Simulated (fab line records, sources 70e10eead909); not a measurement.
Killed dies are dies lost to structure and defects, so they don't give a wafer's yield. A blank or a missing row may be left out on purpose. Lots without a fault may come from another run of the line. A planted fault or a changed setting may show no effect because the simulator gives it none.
fab line records | flow nand_harc
record lots=5 wafers=15 last_day=33
route steps=1302 shown A_STAIRCASE@658 END@1302
lots that met no fault: from a run of the same line without faults
start_h: hours from the record's first day to the start of the lot's first wafer shown | wait_h: hours since the lot's step before | " the same as in the row above | L1.1+2: a row that stands for several wafers | - no value, or no start given | * or withheld: withheld | < > ~ a bound
route shown NAME@n: a module of which the file shows steps, and the number in the route of the first | usual: mean/standard deviation of fault-free wafers | same: alike in all rows | chamber/n: place in a boat | sites: the reading at each site | _std_site: their standard deviation | _edge_site: outer sites' mean less inner sites' | radius_mm: how far each site lies from the wafer's centre | mask NAME#n: copy n | behind: the tool/chamber that last shaped the wafer | hold: why the lot was held/for how many hours/how that ended | device: the transistor (n, p or np) that didn't switch | end of line: the same wafers' tests at the end of the route | a step without rows: its recipe alone | killed: dies lost to structure and defects at the first sort, not the wafer's yield | map: a wafer's dies, x killed, . not, _ none there
set.NAME: the setting as run; set.NAME@STEP: as run at that earlier step | model.NAME: the simulator's own value behind a step, which no gauge read
lots at some steps of the route; a table a step, a row a wafer
services: from which hour (start_h, from the record's first day; less than 0 if before it) a tool's chamber was out of use, for how many hours, and why
## steps
# step NHARC_A_STAIRCASE_HMDS_02
# recipe time_s=30
# step NHARC_A_STAIRCASE_COAT_03
# recipe spin_rpm=1200
# step NHARC_A_STAIRCASE_SOFTBAKE_04
# recipe temp_c=135 time_s=170
# step NHARC_A_STAIRCASE_EBR_05
# step NHARC_A_STAIRCASE_EXPOSE_06
# recipe na=0.5 dose_mj=25.43 mask_id=STAIR
# step NHARC_A_STAIRCASE_PEB_07
# recipe peb_temp_c=115 peb_time_s=130
# step NHARC_A_STAIRCASE_DEVELOP_08
# recipe time_s=140
# step NHARC_A_STAIRCASE_HARDBAKE_10
# recipe temp_c=120 time_s=140
# step NHARC_A_STAIRCASE_DESCUM_11
# recipe time_s=3 o2_flow_sccm=200 ar_flow_sccm=0 bias_power_w=0 chemistry=O2
# usual drypump_motor_current_A=5.9/0.36 mfc_ar_sccm=0.014/0.014 o2_flow_sccm=200.0/0.61 oes_product_au=0.998/0.0098 rf_vpp_V=57.7/0.88 showerhead_plenum_p_Torr=1.91/0.077 throttle_valve_pct=11.310/0.0095
# columns lot.wafer tool chamber start_h wait_h drypump_motor_current_A mfc_ar_sccm o2_flow_sccm oes_product_au rf_hours_counter_h rf_vpp_V showerhead_plenum_p_Torr throttle_valve_pct
L300.4 rie_diel-09 3 373.39 - 5.8 0.035 200.7 1.003 13 58.3 1.92 11.299
L300.5 " 2 " " 6.1 0.019 199.9 1.014 - 55.9 1.80 11.321
L300.6 " 3 " " 5.8 0.035 199.6 1.000 - 57.4 1.92 11.303
L306.3 rie_diel-02 3 438.94 - 5.5 0.001 200.9 0.996 10 57.1 1.84 11.301
L306.4 " 0 " " 6.1 0.016 200.3 1.006 10 58.8 2.06 11.309
L306.6 " 2 " " 6.4 0 200.6 0.995 - 58.3 2.05 11.316
L312.4 rie_diel-10 1 497.39 - 5.0 0.002 199.8 1.002 22 58.8 1.93 11.297
L312.2 " 2 " " 5.7 0.003 198.9 0.993 15 57.9 1.88 11.310
L312.1 " 3 " " 6.2 0 200.5 0.982 21 57.1 1.87 11.307
L320.1 rie_diel-02 0 570.66 - 6.1 0.016 199.1 1.001 57 59.9 2.04 11.307
L320.4 " 0 " " 6.1 0.016 199.4 1.006 - 58.7 2.04 11.316
L320.5 " 0 " " 6.1 0.016 199.0 0.997 - 58.8 2.04 11.313
L321.1 rie_diel-09 1 570.97 - 6.2 0.039 199.7 1.007 17 55.6 1.85 11.324
L321.5 " 2 " " 6.2 0.019 200.5 1.009 - 56.4 1.78 11.298
L321.6 " 3 " " 5.9 0.035 200.4 0.977 - 58.7 1.90 11.313
# step NHARC_A_STAIRCASE_TRIM_12
# recipe time_s=211.2 o2_flow_sccm=500 ar_flow_sccm=0 bias_w=0 chemistry=O2
# usual drypump_motor_current_A=5.9/0.37 mfc_ar_sccm=0.014/0.014 o2_flow_sccm=500.0/1.5 oes_product_au=1.000/0.0097 rf_vpp_V=57.8/0.84 showerhead_plenum_p_Torr=3.52/0.13 throttle_valve_pct=17.035/0.0085
# columns lot.wafer tool chamber start_h wait_h drypump_motor_current_A mfc_ar_sccm o2_flow_sccm oes_product_au rf_hours_counter_h rf_vpp_V showerhead_plenum_p_Torr throttle_valve_pct
L300.4 rie_diel-09 1 373.49 0.1 6.3 0.039 499.3 1.011 10 57.9 3.46 17.037
L300.5 " 3 " " 5.8 0.035 500.5 0.998 - 57.1 3.53 17.038
L300.6 " 0 " " 6.1 0.015 501.3 0.997 - 57.4 3.50 17.022
L306.3 rie_diel-02 1 439.01 0.1 5.8 0.026 500.6 1.002 14 57.8 3.61 17.037
L306.4 " 3 " " 5.5 0.001 500.0 1.004 10 56.2 3.41 17.029
L306.6 " 1 " " 5.8 0.026 501.0 1.008 - 56.7 3.61 17.039
L312.2 rie_diel-10 1 497.50 0.1 5.0 0.002 501.4 1.013 23 56.9 3.56 17.024
L312.1 " 2 " " 5.7 0.003 497.2 0.999 15 57.3 3.46 17.048
L312.4 " 3 " " 6.2 0 501.4 0.993 21 58.7 3.45 17.045
L320.1 rie_diel-02 0 570.90 0.2 6.2 0.016 501.0 0.999 57 59.1 3.75 17.034
L320.4 " 0 " " 6.1 0.016 499.6 0.997 - 58.8 3.75 17.039
L320.5 " 0 " " 6.1 0.016 501.1 1.002 - 59.2 3.75 17.036
L321.1 rie_diel-09 2 571.07 0.1 6.1 0.019 499.0 0.999 22 57.4 3.31 17.031
L321.6 " 3 " " 5.9 0.035 498.4 0.977 - 56.9 3.50 17.023
L321.5 " 0 " " 6.1 0.015 499.4 1.015 - 58.4 3.46 17.020
# step NHARC_A_STAIRCASE_ETCH_13
# recipe target_depth_a=1000 time_s=40.5 ion_energy_ev=400 c4f8_flow_sccm=20 o2_flow_sccm=10 ar_flow_sccm=withheld rf_w=600 bias_w=1000 chemistry=C4F8/O2
# usual oes_product_au=0.938/0.014 rf_vpp_V=896/4.8
# columns lot.wafer tool chamber start_h wait_h oes_product_au rf_hours_counter_h rf_vpp_V
L300.4 rie_diel-09 0 - - 0.936 15 896
L300.5 " 0 " " 0.939 - 896
L300.6 " 1 " " 0.949 - 893
L306.4 rie_diel-02 1 - - 0.943 14 898
L306.3 " 3 " " 0.959 10 891
L306.6 " 1 " " 0.937 - 900
L312.4 rie_diel-10 1 - - 0.930 23 897
L312.1 " 2 " " 0.929 16 895
L312.2 " 0 " " 0.922 21 892
L321.1 rie_diel-09 3 - - 0.928 22 896
L321.6 " 2 " " 0.957 - 888
L321.5 " 3 " " 0.925 - 896
L320.1 rie_diel-02 0 571.31 0.4 0.922 57 904
L320.4 " 0 " " 0.925 - 903
L320.5 " 0 " " 0.921 - 905
# step NHARC_A_STAIRCASE_TRIM_14
# recipe time_s=211.2 o2_flow_sccm=500 ar_flow_sccm=0 bias_w=0 chemistry=O2
# usual drypump_motor_current_A=6.0/0.34 mfc_ar_sccm=0.014/0.014 o2_flow_sccm=500.0/1.7 oes_product_au=0.999/0.01 rf_vpp_V=57.8/0.88 showerhead_plenum_p_Torr=3.51/0.13 throttle_valve_pct=17.037/0.0086
# columns lot.wafer tool chamber start_h wait_h drypump_motor_current_A mfc_ar_sccm o2_flow_sccm oes_product_au rf_hours_counter_h rf_vpp_V showerhead_plenum_p_Torr throttle_valve_pct
L300.4 rie_diel-09 3 373.75 - 5.9 0.035 499.2 1.001 13 57.9 3.53 17.042
L300.5 " 2 " " 6.2 0.019 500.7 1.015 - 56.3 3.34 17.034
L300.6 " 3 " " 5.8 0.035 498.6 1.002 - 58.3 3.53 17.023
L306.4 rie_diel-02 3 439.37 - 5.5 0.001 499.9 1.412 10 58.2 3.41 17.026
L306.3 " 1 " " 5.8 0.026 502.3 0.987 14 58.7 3.61 17.036
L306.6 " 2 " " 6.5 0 500.5 1.001 - 57.9 3.76 17.036
L312.2 rie_diel-10 3 497.94 - 6.2 0 500.4 0.987 21 56.9 3.45 17.039
L312.1 " 0 " " 5.7 0 501.5 0.988 21 58.1 3.43 17.028
L312.4 " 2 " " 5.7 0.003 503.5 0.993 16 58.1 3.46 17.031
L321.1 rie_diel-09 0 571.26 - 6.0 0.015 496.5 1.023 24 57.8 3.46 17.039
L321.5 " 0 " " 6.0 0.015 501.7 1.028 - 57.3 3.46 17.037
L321.6 " 1 " " 6.2 0.039 498.7 0.985 - 58.5 3.43 17.033
L320.1 rie_diel-02 0 571.46 0.1 6.1 0.016 497.9 1.004 57 57.5 3.75 17.047
L320.4 " 0 " " 6.1 0.016 502.0 1.005 - 58.5 3.75 17.037
L320.5 " 0 " " 6.1 0.016 502.8 1.007 - 57.4 3.75 17.038
# step NHARC_A_STAIRCASE_ETCH_15
# recipe target_depth_a=1000 time_s=40.5 ion_energy_ev=400 c4f8_flow_sccm=20 o2_flow_sccm=10 ar_flow_sccm=withheld rf_w=600 bias_w=1000 chemistry=C4F8/O2
# usual oes_product_au=0.943/0.018 rf_vpp_V=895/4.5
# columns lot.wafer tool chamber start_h wait_h oes_product_au rf_hours_counter_h rf_vpp_V
L300.4 rie_diel-09 0 - - 0.942 16 896
L300.5 " 2 " " 0.945 - 890
L300.6 " 3 " " 0.932 - 896
L306.3 rie_diel-02 2 - - 0.943 14 904
L306.4 " 3 " " 0.952 10 892
L306.6 " 0 " " 0.963 - 904
L312.4 rie_diel-10 0 - - 0.925 21 893
L312.2 " 1 " " 0.940 23 897
L312.1 " 2 " " 0.937 16 895
L321.1 rie_diel-09 3 - - 0.931 22 894
L321.6 " 0 " " 0.966 - 892
L321.5 " 1 " " 0.934 - 891
L320.4 rie_diel-10 2 571.91 0.2 0.994 40 893
L320.1 " 0 " " 0.986 42 891
L320.5 " 2 " " 1.003 - 894
# step NHARC_END_SORT_01
# recipe temp_c=25
# usual killed_at_array=61/26 killed_at_other=0.8/1.1 killed_at_periphery=4.0/2.6 killed_dies=66/26 killed_open=3.1/1.7 killed_short=2.5/1.5
# same gross_dies=677
# columns lot.wafer tool chamber start_h wait_h killed_at_array killed_at_other killed_at_periphery killed_dies killed_open killed_short
L300.4 prober-02 0 577.91 3.4 85 0 8 93 6 3
L300.5 prober-02 0 578.71 3.7 104 0 7 111 4 4
L300.6 prober-02 0 579.52 4.0 110 0 4 114 5 4
L306.4 prober-02 0 645.23 3.5 670 0 7 677 3 0
# killed by level:class
L300.4 A_CHANNEL_HOLE_D2:chamber_film_flake=32 A_SLIT:chamber_film_flake=23 A_CHANNEL_HOLE_D1:chamber_film_flake=21 P_STI:chamber_film_flake=3 P_M2:geometric_particle:open=2 A_ONON_D1:geometric_particle:open=2 A_STAIRCASE:chamber_film_flake=2 A_SGD_CUT:chamber_film_flake=2
L300.5 A_CHANNEL_HOLE_D2:chamber_film_flake=37 A_CHANNEL_HOLE_D1:chamber_film_flake=31 A_SLIT:chamber_film_flake=24 A_STAIRCASE:chamber_film_flake=4 P_ZERO_WELL:chamber_film_flake=2 P_M1:geometric_particle:open=1 P_BONDPAD:geometric_particle:open=1 A_ONON_D1:geometric_particle:short=1
L300.6 A_CHANNEL_HOLE_D2:chamber_film_flake=39 A_CHANNEL_HOLE_D1:chamber_film_flake=33 A_SLIT:chamber_film_flake=23 A_STAIRCASE:chamber_film_flake=4 P_CONTACT:geometric_particle:open=2 A_CHANNEL_FILL_D2:geometric_particle:short=2 A_CONTACT:chamber_film_flake=2 A_ONON_D1:geometric_particle:open=1
L306.4 A_STAIRCASE:area_trim=593 A_SLIT:chamber_film_flake=27 A_CHANNEL_HOLE_D2:chamber_film_flake=23 A_CHANNEL_HOLE_D1:chamber_film_flake=18 A_CONTACT:chamber_film_flake=3 P_GATE:chamber_film_flake=2 A_STAIRCASE:chamber_film_flake=2 P_GATE:geometric_particle:open=1
# map L306.4 (x killed, . not)
____________x____________
_________xxxxxxx_________
_______xxxxxxxxxxx_______
______xxxxxxxxxxxxx______
_____xxxxxxxxxxxxxxx_____
____xxxxxxxxxxxxxxxxx____
____xxxxxxxxxxxxxxxxx____
___xxxxxxxxxxxxxxxxxxx___
___xxxxxxxxxxxxxxxxxxx___
__xxxxxxxxxxxxxxxxxxxxx__
__xxxxxxxxxxxxxxxxxxxxx__
_xxxxxxxxxxxxxxxxxxxxxxx_
_xxxxxxxxxxxxxxxxxxxxxxx_
_xxxxxxxxxxxxxxxxxxxxxxx_
_xxxxxxxxxxxxxxxxxxxxxxx_
_xxxxxxxxxxxxxxxxxxxxxxx_
xxxxxxxxxxxxxxxxxxxxxxxxx
xxxxxxxxxxxxxxxxxxxxxxxxx
xxxxxxxxxxxxxxxxxxxxxxxxx
xxxxxxxxxxxxxxxxxxxxxxxxx
xxxxxxxxxxxxxxxxxxxxxxxxx
_xxxxxxxxxxxxxxxxxxxxxxx_
_xxxxxxxxxxxxxxxxxxxxxxx_
_xxxxxxxxxxxxxxxxxxxxxxx_
_xxxxxxxxxxxxxxxxxxxxxxx_
_xxxxxxxxxxxxxxxxxxxxxxx_
__xxxxxxxxxxxxxxxxxxxxx__
__xxxxxxxxxxxxxxxxxxxxx__
___xxxxxxxxxxxxxxxxxxx___
___xxxxxxxxxxxxxxxxxxx___
____xxxxxxxxxxxxxxxxx____
____xxxxxxxxxxxxxxxxx____
_____xxxxxxxxxxxxxxx_____
______xxxxxxxxxxxxx______
_______xxxxxxxxxxx_______
_________xxxxxxx_________
____________x____________
# map L320.4 (x killed, . not)
____________.____________
_________......._________
_______..........._______
______.............______
_____...........x..._____
____............x....____
____.........x.x.x...____
___.x........x..x..x..___
___............x.xx...___
__.x...........xxx.....__
__x.x.........xxx....x.__
_....x........x....x...._
_...x............x......_
_..x..........xx.......x_
_......................._
_..x...................._
...x.x.............x.....
.........................
...............x.........
............x............
.........................
_.................xx...._
_......................._
_......................._
_..............x.x....x._
_.....x................._
__.....................__
__............x........__
___..............x.x..___
___............x......___
____.........x..x.x..____
____.................____
_____.........x....._____
______..........x..______
_______..........._______
_________......._________
____________.____________
## services
# columns tool chamber start_h hours kind
rie_diel-09 0 353.68 - clean
rie_diel-09 1 353.68 - clean
rie_diel-09 2 353.68 - clean
rie_diel-09 3 353.68 - clean
rie_diel-09 0 378.18 - clean
rie_diel-09 1 378.18 - clean
rie_diel-09 2 378.18 - clean
rie_diel-09 3 378.18 - clean
rie_diel-02 - 394.58 9.0 pm
rie_diel-09 0 402.68 - clean
rie_diel-09 1 402.68 - clean
rie_diel-09 2 402.68 - clean
rie_diel-09 3 402.68 - clean
rie_diel-10 - 420.48 9.0 pm
rie_diel-09 3 434.06 7.0 repair
rie_diel-02 3 456.44 2.4 repair
rie_diel-10 2 461.74 16.5 repair
rie_diel-02 1 463.66 7.7 repair
rie_diel-09 - 498.74 9.0 pm
rie_diel-10 0 550.22 6.0 repair
rie_diel-10 - 557.67 0.4 repair
rie_diel-09 0 562.55 2.1 repair
rie_diel-02 2 569.59 4.6 repair
rie_diel-02 - 571.81 9.0 pm
## key
first_sign step=NHARC_A_STAIRCASE_TRIM_14 reading=oes_product_au direction=up sigmas=40 usual=0.999 struck=1.412
effect step=NHARC_END_SORT_01 reading=killed_at_array direction=up sigmas=24 usual=61 struck=670
more_kills_born_at NHARC_A_STAIRCASE_TRIM_14@rie_diel-02=593
met_at NHARC_A_STAIRCASE_TRIM_14
struck_wafers L306.4
later_rows_left_out L306.4
tester_left_out L306
fault kind=process_parameter_drift tool=rie_diel-02 chamber=3 onset_h=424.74 steps=NHARC_A_STAIRCASE_TRIM_14 channel=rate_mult offset=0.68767 shape=step end_h=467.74
# tester_left_out: of these lots the tester's yield and bins aren't shown, on N5 and GAA mostly nor the transistor test; their killed dies are dies lost to structure and defects alone, not to doping, threshold or leakage, so they don't give the yield
# later_rows_left_out: the simulator's readings of these wafers behind a module that went badly wrong aren't trusted and aren't shown, but for the sort
